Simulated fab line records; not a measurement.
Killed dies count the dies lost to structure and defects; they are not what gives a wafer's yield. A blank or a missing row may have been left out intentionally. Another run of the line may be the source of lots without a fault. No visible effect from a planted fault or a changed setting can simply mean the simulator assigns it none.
The tool behind it: which one? | flow n5-finfet | 36 wafers from 12 lots sampled at 2 of the route's 1938 steps

## WHAT EACH GAUGE READ, for each wafer
N5_BEOL_M12_OVL_MEAS_29.
lot  | measured     | on         | M12_OVL (nm)
L074 | day 11 03:58 | overlay-01 | 8 3 -1
L078 | day 11 23:00 | overlay-01 | 4 7 -6
L080 | day 12 01:28 | overlay-01 | -2 1 -2
L081 | day 12 08:08 | overlay-02 | 4 7 -2
L084 | day 13 11:29 | overlay-01 | 8 7 10
L083 | day 13 12:12 | overlay-02 | -3 6 -2
L087 | day 13 18:31 | overlay-01 | -7 6 -2
L091 | day 15 00:47 | overlay-01 | 4 5 8
L090 | day 15 07:09 | overlay-01 | 1 7 5
L092 | day 15 15:31 | overlay-02 | 15 7 3
L094 | day 16 08:01 | overlay-02 | -10 0 1
L097 | day 16 14:33 | overlay-02 | -7 -6 0

## WHAT TOOL EACH LOT RAN ON (gives the tool, then ch and the chambers of the sampled wafers, and finally the start)
lot  | N5_BEOL_M12_ETCH_59
L074 | rie-diel-06 ch 1,2, day 11 03:02
L078 | rie-diel-02 ch 1,3, day 11 22:11
L080 | rie-diel-06 ch 0,2,3, day 12 00:31
L081 | rie-diel-03 ch 0,1,3, day 12 07:19
L084 | rie-diel-02 ch 0,2, day 13 10:40
L083 | rie-diel-02 ch 1,2,3, day 13 11:15
L087 | rie-diel-03 ch 0,1,3, day 13 17:42
L091 | rie-diel-03 ch 1,2,3, day 14 23:58
L090 | rie-diel-06 ch 0,1,3, day 15 06:13
L092 | rie-diel-03 ch 0,2,3, day 15 14:34
L094 | rie-diel-06 ch 0,1, day 16 07:10
L097 | rie-diel-02 ch 0,2,3, day 16 13:44
- N5_BEOL_M12_ETCH_59: etches BARC in N2/H2, target depth 89 nm, overetch 26.7 nm, time 67.9 s.

## THE ANSWER, worked out from the rows above alone
Rule: what is usual is taken from the lots themselves. The widest of any qualifying gaps counts: lots, ordered by their means at a reading, are off when they make up no more than a third of the lots, leave a main group of 4 or more, and stand apart from it by 3 or more times the standard deviation of that group's means. Not used: any main group whose means are identical at the precision the tables above print for the reading. A lot without any number at a reading at which 4 lots or more have one is off too. Any other lot the step has rows for is counted as sound.
Across all readings shown, no lot is off: no conclusion can be drawn from this.

## WHAT HAD BEEN PUT IN BY THE SIMULATOR
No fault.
